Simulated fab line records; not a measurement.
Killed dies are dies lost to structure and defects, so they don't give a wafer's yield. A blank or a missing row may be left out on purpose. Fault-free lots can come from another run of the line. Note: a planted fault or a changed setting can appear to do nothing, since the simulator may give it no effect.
Matching of chambers | flow nand harc | NHARC_A_M0_CMP_23 on cmp-04: 4 sister chambers
The step polishes, t overpolish 20 s, target thk 113.75 nm. 14 wafers are shown with their chamber, then 7 later ones without.

WAFERS, EACH WITH ITS CHAMBER
wafer  | chamber | motor current A (A) | time to endpoint s (s) | slurry flow ml min
L081.3 | 3       | 13.0                | 30.9                   | 150.0
L081.4 | 1       | 13.1                | 23.8                   | 150.6
L081.6 | 0       | 11.1                | 27.5                   | 150.5
L085.2 | 2       | 10.9                | 25.3                   | 150.2
L085.3 | 1       | 12.0                | 22.7                   | 150.1
L085.6 | 3       | 13.1                | 26.4                   | 149.1
L087.4 | 2       | 11.2                | 25.5                   | 150.6
L087.5 | 0       | 11.4                | 26.2                   | 149.7
L087.6 | 3       | 12.8                | 26.1                   | 149.6
L088.2 | 1       | 12.3                | 21.9                   | 150.1
L088.4 | 3       | 13.1                | 26.4                   | 149.8
L088.5 | 0       | 10.8                | 25.6                   | 149.8
L090.3 | 3       | 13.3                | 28.9                   | 150.4
L090.5 | 3       | 12.7                | 27.9                   | 150.3

SIGNATURES (means of the wafers above)
reading            | chamber 0 | chamber 1 | chamber 2 | chamber 3 | scatter within a chamber
motor current A    | 11.100    | 12.467    | 11.050    | 13.000    | 0.333
time to endpoint s | 26.433    | 22.800    | 25.400    | 27.767    | 1.46
slurry flow ml min | 150.000   | 150.267   | 150.400   | 149.867   | 0.422
Rule: for each reading, subtract the chamber's mean from the wafer's reading, divide by that reading's scatter and square the result; add these up over the readings and take the root, which gives the wafer's distance from the chamber. The wafer belongs to the nearest chamber; if the next one is less than 2 further off, it can't be placed. The scatter is the square root of a quotient: the sum, over the shown wafers, of each reading's squared deviation from its chamber's mean, divided by wafers minus chambers.

WAFERS MISSING THEIR CHAMBER
wafer  | motor current A (A) | time to endpoint s (s) | slurry flow ml min
L090.6 | 11.1                | 28.3                   | 150.1
L093.1 | 11.6                | 27.4                   | 150.5
L093.3 | 13.5                | 27.4                   | 150.7
L093.4 | 12.0                | 21.1                   | 150.6
L097.1 | 11.7                | 29.2                   | 149.9
L097.3 | 12.6                | 22.9                   | 150.6
L097.6 | 10.8                | 29.0                   | 149.6

WHICH CHAMBER EACH WENT THROUGH
wafer  | from the rows above          | in truth
L090.6 | can't be placed: 0 or 2      | 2
L093.1 | can't be placed: 0 or 2      | 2
L093.3 | 3                            | 3
L093.4 | 1                            | 1
L097.1 | can't be placed: 0 or 2 or 3 | 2
L097.3 | 1                            | 1
L097.6 | can't be placed: 0 or 2      | 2
3 of 7 placed correctly. Unplaceable from these rows: 4, with the true chamber sitting among the candidates in 4. Wrongly placed: 0.
